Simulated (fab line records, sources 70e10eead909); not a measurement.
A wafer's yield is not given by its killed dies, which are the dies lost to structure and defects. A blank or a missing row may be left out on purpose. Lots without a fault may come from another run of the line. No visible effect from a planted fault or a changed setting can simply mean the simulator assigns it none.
fab line records	flow nandHarc
record: lots: 6	wafers: 18	lastDay: 32
route steps=1302 shown P_M1@297 P_M2@318 END@1302
lots untouched by any fault: they come from a run of this same line in which no faults occurred
startH: hours from the record's opening day to when the first of the lot's shown wafers began	waitH: hours elapsed since this lot's preceding step	" identical to the entry in the row above	L1.1+2: a row that stands for several wafers	- no value, or no start was given	* or withheld: withheld	< > ~ a bound
route shown NAME@n: NAME is a module with steps in the file, n the number in the route of the first one	usual: mean/standard deviation taken from wafers without a fault	same: alike in all rows	chamber/n: place in a boat	sites: readings site by site	_std_site: the values' standard deviation	_edge_site: the outer-site mean with the inner-site mean subtracted	radiusMm: for every site, how far away it sits from the centre of the wafer	mask NAME#n: copy n	behind: tool/chamber where the wafer was last shaped	hold: what put the lot on hold/how long, in hours/how the hold closed	device: whichever transistor did not switch (one of n, p or np)	end of line: at the end of the route, the tests of the same wafers	a step without rows: its recipe alone	killed: not the wafer's yield, but the dies lost to structure and defects at the first sort	map: a wafer's dies, x killed, . not, _ none there
set.NAME: the setting as run; set.NAME@STEP: as run at that earlier step	model.NAME: the simulator's own value behind a step, which no gauge read
lots at some steps of the route; a table a step, a row a wafer
services: from which hour (startH, from the record's first day; less than 0 if before it) a tool's chamber was out of use, for how many hours, and why
== steps ==
step: NHARC_P_M1_INSPECT_11
usual: rawDefectCount: 4.6/2.4
lot.wafer	tool	chamber	startH	waitH	rawDefectCount
L916.1	defectInspect-02	-	162.22	0.0	4
L916.3	"	-	"	"	3
L916.5	"	-	"	"	10
L917.1	defectInspect-02	-	173.07	0.0	5
L917.2	"	-	"	"	3
L917.5	"	-	"	"	2
L919.2	defectInspect-01	-	183.91	0.0	2
L919.4	"	-	"	"	3
L919.6	"	-	"	"	6
L920.1	defectInspect-02	-	200.97	0.0	3
L920.4	"	-	"	"	5
L920.6	"	-	"	"	4
L929.1	defectInspect-02	-	302.62	0.0	2
L929.4	"	-	"	"	3
L929.5	"	-	"	"	5
L931.1	defectInspect-01	-	311.83	0.0	7
L931.2	"	-	"	"	4
L931.3	"	-	"	"	1
step: NHARC_P_M1_DESCUM_14
recipe: timeS: 3	o2FlowSccm: 200	arFlowSccm: 0	biasPowerW: 0	chemistry: O2
step: NHARC_P_M1_ETCH_35
recipe: targetDepthA: 400	overetchA: 120	timeS: 43.94	ionEnergyEv: 200	n2FlowSccm: 150	h2FlowSccm: 150	arFlowSccm: 0	rfW: 400	biasW: 150	chemistry: N2/H2
step: NHARC_P_M1_ETCH_15
recipe: targetDepthA: 1825	timeS: 91.2	c4f8FlowSccm: withheld	arFlowSccm: 400	rfW: 600	biasW: 300	chemistry: C4F8/Ar
step: NHARC_P_M1_CD_MEAS_16
usual: cdNm: 130.4/0.96
lot.wafer	tool	chamber	startH	waitH	cdNm
L916.1	cdSem-01	-	162.58	-	130.0
L916.3	"	-	"	"	130.5
L916.5	"	-	"	"	128.9
L917.1	cdSem-03	-	173.56	0.2	130.8
L917.2	"	-	"	"	129.8
L917.5	"	-	"	"	130.8
L919.2	cdSem-01	-	184.28	-	131.1
L919.4	"	-	"	"	130.9
L919.6	"	-	"	"	130.4
L920.1	cdSem-02	-	201.56	0.1	130.0
L920.4	"	-	"	"	130.0
L920.6	"	-	"	"	129.5
L929.1	cdSem-03	-	302.99	-	131.9
L929.4	"	-	"	"	132.0
L929.5	"	-	"	"	131.9
L931.1	cdSem-02	-	312.21	-	129.9
L931.2	"	-	"	"	131.1
L931.3	"	-	"	"	130.6
step: NHARC_P_M1_STRIP_18
recipe: powerW: 1000	n2FlowSccm: 150	h2FlowSccm: 150	arFlowSccm: 0	biasW: 0	chemistry: N2/H2
usual: chamberPressureMTorr: 29.998/0.027	drypumpMotorCurrentA: 5.7/0.44	oesProductAu: 0.992/0.014	rfVppV: 90.6/1	showerheadPlenumPTorr: 2.02/0.092	throttleValvePct: 14.171/0.0084
lot.wafer	tool	chamber	startH	waitH	chamberPressureMTorr	drypumpMotorCurrentA	oesProductAu	rfHoursCounterH	rfVppV	showerheadPlenumPTorr	throttleValvePct
L916.3	rieDiel-06	3	162.66	0.1	30.001	5.9	1.009	9	91.5	2.10	14.173
L916.1	"	1	"	"	29.960	5.2	1.006	7	89.7	2.04	14.174
L916.5	"	3	"	"	29.994	6.0	1.016	-	91.6	2.10	14.185
L917.2	rieDiel-09	1	173.64	0.1	30.010	5.2	1.007	2	90.4	1.90	14.163
L917.1	"	0	"	"	30.026	6.4	1.001	1	90.6	1.99	14.159
L917.5	"	2	"	"	30.006	5.7	1.002	-	91.7	1.99	14.175
L919.4	rieDiel-09	3	184.38	0.1	29.981	6.0	0.995	2	92.2	2.16	14.171
L919.2	"	0	"	"	29.971	6.4	0.990	2	90.9	1.99	14.171
L919.6	"	2	"	"	30.022	5.7	0.999	-	89.9	1.99	14.178
L920.1	rieDiel-09	2	201.66	0.1	30.035	5.7	0.990	4	90.6	1.99	14.162
L920.4	"	3	"	"	29.994	6.0	0.987	3	92.5	2.16	14.170
L920.6	"	1	"	"	29.989	5.2	0.995	-	89.9	1.90	14.169
L929.4	rieDiel-06	3	303.06	0.1	30.004	5.9	1.005	56	89.7	2.08	14.175
L929.1	"	2	"	"	29.999	5.4	1.014	53	88.6	1.97	14.159
L929.5	"	0	"	"	29.986	5.0	0.977	-	91.5	2.20	14.181
L931.2	rieDiel-08	2	312.28	0.1	30.041	6.2	0.996	9	92.2	2.18	14.182
L931.3	"	0	"	"	30.034	5.0	0.983	11	89.9	2.03	14.169
L931.1	"	1	"	"	29.991	5.3	0.976	9	89.1	1.95	14.169
step: NHARC_P_M1_ETCH_28
recipe: targetDepthA: 300	overEtchFrac: 0.3	timeS: 72.99	ionEnergyEv: 150	cf4FlowSccm: 50	n2FlowSccm: 100	arFlowSccm: 150	rfW: 300	biasW: 100	chemistry: CF4/N2
step: NHARC_P_M1_STRIP_19
recipe: timeS: 600	tempC: 30	chemistry: postEtchResidueRemover
step: NHARC_P_M1_DEGAS_29
recipe: tempC: 250	timeS: 60
step: NHARC_P_M1_PRE_CLEAN_30
recipe: timeS: 30	tempC: 280	gas: H2/He
step: NHARC_P_M1_PVD_20
recipe: targetThkA: 50	biasV: 168.6	powerW: 15000	chamberPressurePa: 0.12	timeS: 8.06	substrateTempC: 50	material: TaN
usual: throttleValvePct: 29.9/1.2
lot.wafer	tool	chamber	startH	waitH	throttleValvePct
L916.1	pvdSputter-01	-	-	-	31.7
L916.3	"	-	"	"	31.5
L916.5	"	-	"	"	32.0
L917.1	pvdSputter-01	-	-	-	30.0
L917.2	"	-	"	"	31.7
L917.5	"	-	"	"	29.9
L919.4	pvdSputter-03	-	-	-	31.4
L919.2	"	-	"	"	29.1
L919.6	"	-	"	"	29.2
L920.1	pvdSputter-01	-	-	-	31.8
L920.4	"	-	"	"	30.1
L920.6	"	-	"	"	30.3
L929.1	pvdSputter-03	-	-	-	31.0
L929.4	"	-	"	"	30.1
L929.5	"	-	"	"	28.9
L931.3	pvdSputter-01	-	-	-	29.1
L931.2	"	-	"	"	31.6
L931.1	"	-	"	"	30.1
step: NHARC_P_M1_PVD_21
recipe: targetThkA: 300	chamberPressurePa: 5	powerW: 5000	substrateTempC: 30	timeS: 20.49	material: Cu
step: NHARC_P_M1_ECD_22
recipe: targetThkA: 4000	bathTempC: 25	material: Cu
lot.wafer	tool	chamber	startH	waitH
L916.1+3+5	ecdCu-02	1,0,1	163.71	-
L917.2+1+5	ecdCu-01	1,0,0	174.98	-
L919.2+4+6	ecdCu-01	1,1,0	185.39	-
L920.1+4+6	ecdCu-01	0,1,1	202.64	-
L929.1+4+5	ecdCu-01	1	304.11	-
L931.1+2+3	ecdCu-01	1,0,1	313.51	-
step: NHARC_P_M1_ANNEAL_31
recipe: tempC: 225	timeS: 90
step: NHARC_P_M1_CMP_23
recipe: tOverpolishS: 20	targetThkNm: 157.82
step: NHARC_P_M1_THK_MEAS_24
recipe: thkMeasGauge: xrf
usual: thkNm: 158.2/1.6
lot.wafer	tool	chamber	startH	waitH	thkNm
L916.1	filmMetro-02	-	164.70	-	157.4
L916.3	"	-	"	"	156.3
L916.5	"	-	"	"	158.7
L917.1	filmMetro-01	-	176.03	-	155.9
L917.2	"	-	"	"	156.3
L917.5	"	-	"	"	157.1
L919.2	filmMetro-01	-	186.43	-	157.4
L919.4	"	-	"	"	158.7
L919.6	"	-	"	"	158.3
L920.1	filmMetro-01	-	203.67	-	158.9
L920.4	"	-	"	"	160.9
L920.6	"	-	"	"	157.3
L929.1	filmMetro-01	-	305.10	-	159.0
L929.4	"	-	"	"	156.7
L929.5	"	-	"	"	157.9
L931.1	filmMetro-01	-	314.55	-	158.8
L931.2	"	-	"	"	159.1
L931.3	"	-	"	"	159.1
step: NHARC_P_M1_SRD_25
step: NHARC_P_M1_PRE_CLEAN_32
recipe: timeS: 12	tempC: 370	rfPowerW: 300	gas: NH3
step: NHARC_P_M1_DEP_33
recipe: targetThkA: 300	tempC: 370	targetThkNm: 30	pressureTorr: 3	flowSccm: 200	rfW: 450	material: SiCN
step: NHARC_P_M2_DEP_00
recipe: targetThkA: 1825	targetThkNm: 182.5	tempC: withheld	pressureTorr: 5	flowSccm: 200	rfW: 600	material: SiOC
step: NHARC_P_M2_DEHYDRATE_01
recipe: tempC: 150	timeS: 120
step: NHARC_P_M2_HMDS_02
recipe: timeS: 30
step: NHARC_P_M2_COAT_34
recipe: tempC: 200	timeS: 65
step: NHARC_P_M2_COAT_03
recipe: spinRpm: 1500	resistThkNm: 90
step: NHARC_P_M2_SOFTBAKE_04
recipe: tempC: 105	timeS: 55
step: NHARC_P_M2_EBR_05
step: NHARC_P_M2_EXPOSE_06
recipe: na: 1.35	targetCdNm: 170	doseMj: 80.78	maskId: P_M2
step: NHARC_P_M2_PEB_07
recipe: pebTempC: 100	pebTimeS: 65
step: NHARC_P_M2_DEVELOP_08
recipe: developTimeS: 35	devTempC: 23
step: NHARC_P_M2_CD_MEAS_09
recipe: targetCdNm: 170	landingEnergyEv: 500
usual: cdNm: 169.9/0.97
lot.wafer	tool	chamber	startH	waitH	cdNm
L916.1	cdSem-03	0	166.14	-	169.1
L916.3	"	0	"	"	168.6
L916.5	"	0	"	"	169.3
L917.1	cdSem-03	0	177.46	-	170.4
L917.2	"	0	"	"	170.8
L917.5	"	0	"	"	170.7
L919.2	cdSem-02	0	187.85	-	168.1
L919.4	"	0	"	"	169.1
L919.6	"	0	"	"	168.4
L920.1	cdSem-03	0	205.20	-	170.9
L920.4	"	0	"	"	172.2
L920.6	"	0	"	"	171.3
L929.1	cdSem-03	0	306.71	-	171.8
L929.4	"	0	"	"	171.0
L929.5	"	0	"	"	171.2
L931.1	cdSem-02	0	316.16	-	170.4
L931.2	"	0	"	"	170.8
L931.3	"	0	"	"	172.2
step: NHARC_P_M2_OVL_MEAS_10
recipe: pitchNm: 340
usual: overlayXNm: -0.3/0.7	overlayYNm: 0.0/0.88
lot.wafer	tool	chamber	startH	waitH	overlayXNm	overlayYNm
L916.1	overlay-01	-	166.22	-	-1.8	-0.8
L916.3	"	-	"	"	-1.2	-0.5
L916.5	"	-	"	"	-1.6	-0.7
L917.1	overlay-01	-	177.55	-	-0.4	0.3
L917.2	"	-	"	"	-0.6	1.0
L917.5	"	-	"	"	-0.7	0.9
L919.2	overlay-01	-	187.94	-	-0.6	-0.3
L919.4	"	-	"	"	0.1	-0.6
L919.6	"	-	"	"	0.2	-1.0
L920.1	overlay-02	-	205.29	-	0.4	-0.2
L920.4	"	-	"	"	0.3	-0.2
L920.6	"	-	"	"	0.7	-0.3
L929.1	overlay-01	-	306.79	-	0.4	0.4
L929.4	"	-	"	"	-0.1	0.3
L929.5	"	-	"	"	0.6	1.4
L931.1	overlay-01	-	316.25	-	-0.1	-0.5
L931.2	"	-	"	"	0.1	-0.7
L931.3	"	-	"	"	-0.7	-1.1
step: NHARC_P_M2_DESCUM_14
recipe: timeS: 3	o2FlowSccm: 200	arFlowSccm: 0	biasPowerW: 0	chemistry: O2
step: NHARC_P_M2_ETCH_35
recipe: targetDepthA: 400	overetchA: 120	timeS: 43.94	ionEnergyEv: 200	n2FlowSccm: 150	h2FlowSccm: 150	arFlowSccm: 0	rfW: 400	biasW: 150	chemistry: N2/H2
usual: chamberPressureMTorr: 30.000/0.026	drypumpMotorCurrentA: 5.9/0.41	oesProductAu: 0.998/0.011	rfVppV: 429.9/2.3	showerheadPlenumPTorr: 2.02/0.081	throttleValvePct: 14.172/0.0093
lot.wafer	tool	chamber	startH	waitH	chamberPressureMTorr	drypumpMotorCurrentA	oesProductAu	rfHoursCounterH	rfVppV	showerheadPlenumPTorr	throttleValvePct
L916.1	rieDiel-07	3	166.46	0.1	30.019	6.5	1.010	0.7	428.1	1.96	14.173
L916.3	"	3	"	"	29.980	6.5	1.001	-	428.8	1.96	14.169
L916.5	"	1	"	"	30.023	6.3	0.998	-	428.1	1.95	14.166
L917.2	rieDiel-11	0	177.73	0.1	29.951	5.9	1.005	3.6	431.7	2.11	14.167
L917.1	"	1	"	"	30.027	6.3	0.997	3.9	427.9	1.95	14.180
L917.5	"	0	"	"	30.038	5.9	1.003	-	432.8	2.11	14.155
L919.2	rieDiel-07	3	188.12	0.1	29.992	6.5	0.998	2.6	428.3	1.96	14.176
L919.4	"	0	"	"	29.980	5.3	0.995	0.9	426.8	1.92	14.190
L919.6	"	3	"	"	30.014	6.5	0.999	-	429.0	1.96	14.183
L920.1	rieDiel-11	1	205.49	0.1	29.988	6.3	0.999	5.0	427.8	1.95	14.170
L920.4	"	2	"	"	29.983	5.8	1.018	4.0	429.2	1.97	14.182
L920.6	"	0	"	"	30.025	5.9	0.996	-	432.0	2.11	14.176
L929.1	rieDiel-05	1	306.99	0.1	29.967	6.1	0.986	3.1	432.0	2.10	14.172
L929.4	"	2	"	"	29.955	6.2	1.017	3.7	426.0	1.90	14.183
L929.5	"	0	"	"	29.974	5.4	0.981	-	431.0	2.09	14.172
L931.1	rieDiel-05	1	316.44	0.1	30.040	6.1	0.990	3.3	432.4	2.10	14.186
L931.2	"	2	"	"	30.015	6.2	0.997	3.9	426.4	1.90	14.182
L931.3	"	3	"	"	29.985	6.0	1.001	4.2	431.3	2.09	14.164
step: NHARC_P_M2_ETCH_15
recipe: targetDepthA: 1825	timeS: 91.2	c4f8FlowSccm: withheld	arFlowSccm: 400	rfW: 600	biasW: 300	chemistry: C4F8/Ar
step: NHARC_P_M2_CD_MEAS_16
usual: cdNm: 169.9/1.3
lot.wafer	tool	chamber	startH	waitH	cdNm
L916.1	cdSem-01	-	166.76	0.2	169.9
L916.3	"	-	"	"	169.3
L916.5	"	-	"	"	169.9
L917.1	cdSem-03	-	177.95	-	170.0
L917.2	"	-	"	"	172.3
L917.5	"	-	"	"	170.0
L919.2	cdSem-01	-	188.34	-	167.3
L919.4	"	-	"	"	169.8
L919.6	"	-	"	"	167.1
L920.1	cdSem-02	-	205.69	-	170.9
L920.4	"	-	"	"	173.2
L920.6	"	-	"	"	171.9
L929.1	cdSem-02	-	307.20	-	170.6
L929.4	"	-	"	"	170.1
L929.5	"	-	"	"	171.1
L931.1	cdSem-02	-	316.65	-	170.3
L931.2	"	-	"	"	170.3
L931.3	"	-	"	"	172.1
step: NHARC_P_M2_STRIP_18
recipe: powerW: 1000	n2FlowSccm: 150	h2FlowSccm: 150	arFlowSccm: 0	biasW: 0	chemistry: N2/H2
usual: chamberPressureMTorr: 30.001/0.024	drypumpMotorCurrentA: 5.9/0.41	oesProductAu: 0.994/0.014	rfVppV: 90.5/0.87	showerheadPlenumPTorr: 2.02/0.087	throttleValvePct: 14.172/0.009
lot.wafer	tool	chamber	startH	waitH	chamberPressureMTorr	drypumpMotorCurrentA	oesProductAu	rfHoursCounterH	rfVppV	showerheadPlenumPTorr	throttleValvePct
L916.3	rieDiel-05	2	166.84	0.1	30.034	6.2	0.986	4.9	90.7	1.91	14.163
L916.1	"	3	"	"	30.008	6.0	0.989	3.7	90.9	2.09	14.161
L916.5	"	2	"	"	30.049	6.2	0.985	-	89.7	1.91	14.175
L917.1	rieDiel-05	0	178.08	0.1	29.992	5.4	0.979	6.7	91.9	2.09	14.162
L917.2	"	1	"	"	30.005	6.2	0.962	6.4	90.6	2.10	14.168
L917.5	"	3	"	"	30.018	6.0	0.983	-	91.2	2.09	14.183
L919.4	rieDiel-05	1	188.47	0.1	29.991	6.2	0.970	6.9	92.8	2.10	14.174
L919.2	"	2	"	"	30.000	6.1	0.978	6.6	88.6	1.91	14.157
L919.6	"	0	"	"	29.968	5.4	0.977	-	91.6	2.09	14.166
L920.1	rieDiel-05	2	205.80	0.1	30.007	6.2	0.988	8.2	89.1	1.91	14.178
L920.6	"	2	"	"	29.946	6.1	0.985	-	90.0	1.91	14.173
L920.4	"	3	"	"	29.969	6.0	1.007	-	90.7	2.09	14.173
L929.4	rieDiel-07	0	307.27	0.1	30.002	5.3	1.004	0.9	90.2	1.92	14.173
L929.1	"	2	"	"	29.969	5.1	0.990	0.5	92.0	2.16	14.172
L929.5	"	0	"	"	29.973	5.3	1.003	-	90.3	1.92	14.186
L931.3	rieDiel-07	0	316.73	0.1	30.042	5.2	1.008	1.3	90.8	1.92	14.164
L931.2	"	1	"	"	29.989	6.3	0.997	1.3	89.9	1.94	14.173
L931.1	"	3	"	"	29.993	6.5	1.009	0.7	90.8	1.96	14.163
step: NHARC_P_M2_ETCH_28
recipe: targetDepthA: 300	overEtchFrac: 0.3	timeS: 72.99	ionEnergyEv: 150	cf4FlowSccm: 50	n2FlowSccm: 100	arFlowSccm: 150	rfW: 300	biasW: 100	chemistry: CF4/N2
usual: chamberPressureMTorr: 30.001/0.027	drypumpMotorCurrentA: 5.9/0.42	oesProductAu: 0.994/0.013	rfVppV: 313.7/1.9	showerheadPlenumPTorr: 2.60/0.1	throttleValvePct: 19.795/0.0094
lot.wafer	tool	chamber	startH	waitH	chamberPressureMTorr	drypumpMotorCurrentA	oesProductAu	rfHoursCounterH	rfVppV	showerheadPlenumPTorr	throttleValvePct
L916.3	rieDiel-05	2	-	-	30.010	6.2	0.984	5.0	311.4	2.47	19.794
L916.1	"	3	"	"	29.959	6.0	0.991	3.7	315.9	2.69	19.778
L916.5	"	2	"	"	29.974	6.2	0.992	-	310.2	2.47	19.795
L917.2	rieDiel-05	2	-	-	30.014	6.1	0.987	6.1	309.8	2.47	19.799
L917.1	"	3	"	"	29.972	6.0	0.991	4.8	313.8	2.69	19.790
L917.5	"	0	"	"	29.948	5.4	0.979	-	315.4	2.68	19.783
L919.2	rieDiel-05	0	-	-	30.039	5.4	0.977	7.5	314.9	2.68	19.787
L919.4	"	1	"	"	29.991	6.1	0.956	6.9	315.3	2.69	19.805
L919.6	"	2	"	"	30.024	6.1	0.993	-	310.0	2.47	19.793
L920.1	rieDiel-05	1	-	-	29.995	6.1	0.970	8.2	314.9	2.69	19.817
L920.6	"	2	"	"	30.020	6.1	0.979	-	312.0	2.47	19.787
L920.4	"	3	"	"	29.996	6.0	0.997	-	314.5	2.69	19.809
L929.1	rieDiel-07	2	-	-	29.982	5.1	0.997	0.5	317.5	2.77	19.799
L929.4	"	3	"	"	30.015	6.5	0.999	0.5	311.9	2.53	19.792
L929.5	"	1	"	"	30.028	6.3	0.987	-	312.8	2.51	19.791
L931.2	rieDiel-07	1	-	-	30.054	6.3	1.009	1.3	313.1	2.51	19.814
L931.3	"	2	"	"	29.974	5.1	1.004	0.8	317.4	2.77	19.793
L931.1	"	3	"	"	29.987	6.5	1.005	0.8	312.7	2.53	19.783
step: NHARC_P_M2_STRIP_19
recipe: timeS: 600	tempC: 30	chemistry: postEtchResidueRemover
step: NHARC_P_M2_DEGAS_29
recipe: tempC: 250	timeS: 60
step: NHARC_END_SORT_01
recipe: tempC: 25
usual: defectLimitedYield: 90/3.4	killedAtArray: 61/24	killedAtOther: 1.2/1.3	killedAtPeriphery: 3.7/2.6	killedDies: 66/23	killedOpen: 3.3/1.8	killedShort: 2.4/1.6
same: grossDies: 677
lot.wafer	tool	chamber	startH	waitH	defectLimitedYield[%]	killedAtArray	killedAtOther	killedAtPeriphery	killedDies	killedOpen	killedShort
L916.1	prober-02	0	601.10	2.5	87	81	2	3	86	4	3
L916.3	prober-02	0	602.72	3.1	86	89	0	3	92	4	7
L916.5	prober-02	0	604.33	3.7	84	92	4	10	106	5	1
L917.1	prober-01	0	601.12	2.5	86	91	0	2	93	3	4
L917.2	prober-01	0	601.91	2.8	88	79	0	2	81	1	3
L917.5	prober-01	0	604.30	3.7	88	81	3	0	84	1	3
L919.2	prober-02	0	622.77	2.8	19	24	0	523	547	1	1
L919.4	prober-02	0	624.36	3.4	19	36	0	510	546	1	1
L919.6	prober-02	0	625.96	4.0	21	32	3	500	535	5	2
L920.1	prober-02	0	629.79	2.5	24	30	1	486	517	1	4
L920.4	prober-02	0	632.20	3.4	20	32	0	509	541	2	1
L920.6	prober-02	0	633.80	4.0	22	35	1	491	527	0	0
killed by level:class
L916.1 A_CHANNEL_HOLE_D1:chamberFilmFlake=34 A_SLIT:chamberFilmFlake=22 A_CHANNEL_HOLE_D2:chamberFilmFlake=8 A_CONTACT:chamberFilmFlake=7 P_GATE:chamberFilmFlake=2 A_WL_FILL:chamberFilmFlake=2 THIN_TSV:chamberFilmFlake=2 P_STI:geometricParticle:open=1
L917.1 A_CHANNEL_HOLE_D2:chamberFilmFlake=37 A_CHANNEL_HOLE_D1:chamberFilmFlake=36 A_CONTACT:chamberFilmFlake=6 A_CHANNEL_FILL_D1:geometricParticle:short=3 A_DECK1_JOINT:geometricParticle:open=2 P_GATE:chamberFilmFlake=2 A_STAIRCASE:chamberFilmFlake=2 A_M1:chamberFilmFlake=2
L917.2 A_CHANNEL_HOLE_D2:chamberFilmFlake=34 A_CHANNEL_HOLE_D1:chamberFilmFlake=34 A_STAIRCASE:chamberFilmFlake=2 A_CONTACT:chamberFilmFlake=2 P_M1:geometricParticle:short=1 A_DECK1_JOINT:geometricParticle:short=1 A_M0:geometricParticle:short=1 A_M0:geometricParticle:open=1
L916.3 A_CHANNEL_HOLE_D1:chamberFilmFlake=39 A_SLIT:chamberFilmFlake=21 A_CHANNEL_HOLE_D2:chamberFilmFlake=8 A_CONTACT:chamberFilmFlake=6 A_ZERO_WELL:chamberFilmFlake=3 P_GATE:geometricParticle:short=1 P_M0:geometricParticle:open=1 A_CHANNEL_FILL_D1:geometricParticle:open=1
L917.5 A_CHANNEL_HOLE_D2:chamberFilmFlake=38 A_CHANNEL_HOLE_D1:chamberFilmFlake=31 A_CONTACT:chamberFilmFlake=4 A_M1:chamberFilmFlake=2 THIN_TSV:chamberFilmFlake=2 A_ONON_D1:geometricParticle:short=1 A_DECK1_JOINT:geometricParticle:short=1 A_BONDPAD:geometricParticle:open=1
L916.5 A_CHANNEL_HOLE_D1:chamberFilmFlake=29 A_SLIT:chamberFilmFlake=29 A_CONTACT:chamberFilmFlake=13 A_CHANNEL_HOLE_D2:chamberFilmFlake=8 P_GATE:chamberFilmFlake=7 A_CHANNEL_FILL_D1:chamberFilmFlake=3 THIN_TSV:chamberFilmFlake=3 A_ZERO_WELL:chamberFilmFlake=2
L919.2 P_M1:unspecified=522 A_CHANNEL_HOLE_D1:chamberFilmFlake=15 A_CHANNEL_HOLE_D2:chamberFilmFlake=7 P_GATE:geometricParticle:open=1 A_DECK1_JOINT:geometricParticle:short=1 A_STAIRCASE:chamberFilmFlake=1
L919.4 P_M1:unspecified=510 A_CHANNEL_HOLE_D1:chamberFilmFlake=20 A_CHANNEL_HOLE_D2:chamberFilmFlake=10 A_CHANNEL_FILL_D1:geometricParticle:open=1 A_WL_FILL:geometricParticle:short=1 A_ZERO_WELL:chamberFilmFlake=1 A_STAIRCASE:chamberFilmFlake=1 A_CHANNEL_FILL_D2:chamberFilmFlake=1
L919.6 P_M1:unspecified=500 A_CHANNEL_HOLE_D1:chamberFilmFlake=16 A_CHANNEL_HOLE_D2:chamberFilmFlake=6 A_CHANNEL_FILL_D2:geometricParticle:open=3 THIN_TSV:chamberFilmFlake=3 A_CHANNEL_FILL_D2:geometricParticle:short=2 A_STAIRCASE:chamberFilmFlake=2 A_CHANNEL_FILL_D1:geometricParticle:open=1
L920.1 P_M1:unspecified=484 A_SLIT:chamberFilmFlake=14 A_CHANNEL_HOLE_D2:chamberFilmFlake=4 A_CHANNEL_HOLE_D1:chamberFilmFlake=3 A_CONTACT:chamberFilmFlake=2 A_CHANNEL_FILL_D1:geometricParticle:short=1 A_ONON_D2:geometricParticle:short=1 A_CHANNEL_FILL_D2:geometricParticle:open=1
L920.4 P_M1:unspecified=507 A_SLIT:chamberFilmFlake=19 A_CHANNEL_HOLE_D2:chamberFilmFlake=4 A_CONTACT:chamberFilmFlake=3 P_GATE:chamberFilmFlake=2 A_CHANNEL_HOLE_D1:chamberFilmFlake=2 A_DECK1_JOINT:geometricParticle:open=1 A_ONON_D2:geometricParticle:short=1
L920.6 P_M1:unspecified=490 A_SLIT:chamberFilmFlake=21 A_CHANNEL_HOLE_D2:chamberFilmFlake=7 A_CHANNEL_HOLE_D1:chamberFilmFlake=4 A_CONTACT:chamberFilmFlake=2 P_M1:chamberFilmFlake=1 THIN_TSV:chamberFilmFlake=1 A_WL_FILL:chamberFilmFlake=1
map L919.2 (x killed, . not)
____________x____________
_________xxxx.xx_________
_______xxxxxx.xxxx_______
______xxx.x.xxx..xx______
_____xxxx.xxxxxxxx.._____
____xxxxxxxxxxxxx.xxx____
____xxxxxxx.x.xx.xxx.____
___xxxx..xxx.xxxx..x.x___
___xx..xxxxx.xx.xx....___
__xxxxxxxxxxxxxxxxxxxxx__
__x..xxx.x.xxxx.xxx.xxx__
_..xx.x.xx.xxxxxxxxxxxxx_
_x.xxxx.xxxxxxxxxxxx.xxx_
_....xxxxxxxx.xxxxxxx.xx_
_.xxxxxxxxxxxxxxxxxx..xx_
_xxxxxx.x.x.xx.xxxxxxxx._
x.xxxxxxxx.xx.xxxxxxx..xx
xxx...xx..xx.xxxxxxx.x.xx
...xxxxxx.xxxxxxxxx...xx.
xxxxxxx.x.xx..x.x.xxxxxx.
xxxxxxxxxxx.xxxxxxxxx..xx
_xxxx.xx.x.xxx.xxxxxx.x._
_xxxxxxxxx..xxxxxxxxxx.._
_x.xxx.xxxxx.xxx.xxx.xxx_
_xx.x.xxxxxxxx.x.xxxxxxx_
_..xxxxxxxxxxxxxxxxxxxxx_
__xxxx.xxxx..xxxxxxxxx.__
__xxxxxxxxxxxxxxxxxxxx.__
___.xxxx.xxxxxxxxxxxxx___
___.xxxxxx.xxxxxxxxxxx___
____.x.xx..xxxxxxxxx.____
____xxxxxxxx.xxxxxxxx____
_____.xx.xx.xxxxxxxx_____
______xxxxx.xxxxxxx______
_______xxxxxx.xxxx_______
_________xxxx.xx_________
____________.____________
map L920.4 (x killed, . not)
____________x____________
_________xxxxxxx_________
_______x.xx.x.x.xx_______
______xxx...xxxxxxx______
_____x.xxx.xx.xxxx.x_____
____xxxxxxx..xxxx..xx____
____x.xx.x.xxxxxxxxxx____
___.xx..xxxxxxxxx..xxx___
___x.xxxxx...xxxxxxxx.___
__xxxxxx.xxxxxxxx.xxxx.__
__.xxxxx.xxxxxx.xxxxxxx__
_xxx.xxxxxxxxxxxxx.xxxxx_
_.xx.x.xx.xx.xxxxx.x.x.._
_xxxxxxxxxxxxxxxxx.xxxxx_
_xxxxxx.xxxxxxxxx..x.xxx_
_..xx.xxx.xxxxxxxxxx.xxx_
xxxxxx.xx.xxxxxxxxxxxx..x
x.x.xx.xxxxxxxxxxxx...xxx
xxxxxx.xxxxxxxxxxxxx.xxx.
x.xx.xxxxxxxxxxxxxx..xx.x
xxxxxxxxxxx..xxxxxxx.xxxx
_xxxxxxxxxxxx.xxxx.xx..x_
_x.x..x.xxxxxxxxxxx..xx._
_xxx.xx.xxxxxxx.x.xx.xxx_
_xxxx.xxxxxxxxxxx.xxxx.x_
_.xxxxxxxxxxx.x.xxx.xxxx_
__x.xxxx.xx.xxxx.x.xxxx__
__.xx.xxxxxx..xx...xxxx__
___xxxxxxxxx.xxxxxx..x___
___xxxxxxxxxxxx..xxxx.___
____xxx.xx.xxxxxxxx.x____
____xxxx.xx.xxxxxxxxx____
_____x...x.xxxxxxxxx_____
______xxx...x...x..______
_______xxxxxxxxxxx_______
_________xxx.xxx_________
____________.____________
== services ==
tool	chamber	startH	hours	kind
rieDiel-11	2	141.27	6.0	repair
rieDiel-07	0	142.57	7.7	repair
rieDiel-09	-	143.10	9.0	pm
rieDiel-05	-	149.66	0.5	repair
rieDiel-05	3	153.49	5.2	repair
ecdCu-01	-	160.17	8.0	pm
rieDiel-07	0	160.31	22.7	repair
rieDiel-07	2	165.74	6.7	repair
rieDiel-07	3	178.37	3.9	repair
rieDiel-05	-	180.08	0.2	repair
ecdCu-01	-	191.70	4.2	repair
rieDiel-07	3	196.90	4.0	repair
rieDiel-05	0	202.32	6.7	repair
rieDiel-05	1	206.12	5.5	repair
rieDiel-07	1	214.18	5.0	repair
pvdSputter-01	-	226.02	10.0	pm
rieDiel-05	-	229.92	9.0	pm
rieDiel-09	3	236.07	9.1	repair
rieDiel-05	1	239.71	17.7	repair
rieDiel-05	2	244.97	7.2	repair
rieDiel-05	0	292.92	1.4	repair
rieDiel-09	2	301.39	10.6	repair
rieDiel-09	0	314.66	13.8	repair
rieDiel-09	-	315.64	0.3	repair
== key ==
firstSign: step: NHARC_END_SORT_01	reading: killedAtPeriphery	direction: up	sigmas: 99+	usual: 3.7	struck: 503.2
effect: step: NHARC_END_SORT_01	reading: defectLimitedYield	direction: down	sigmas: 21	usual: 90	struck: 21
moreKillsBornAt: NHARC_P_M1_ECD_22@ecdCu-01: 3013
metAt NHARC_P_M1_ECD_22
struckWafers L919.2,L919.4,L919.6,L920.1,L920.4,L920.6
onsetBetween 174.98 185.39
alsoFits NHARC_P_M1_STRIP_18:rieDiel-09,NHARC_P_M2_STRIP_18:rieDiel-05,NHARC_P_M2_ETCH_28:rieDiel-05
fault: kind: chamberParticleSource	tool: ecdCu-01	chamber: -	onsetH: 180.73	steps: NHARC_P_M1_ECD_22	ratePerVisitCm2: 1.5844	endH: 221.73
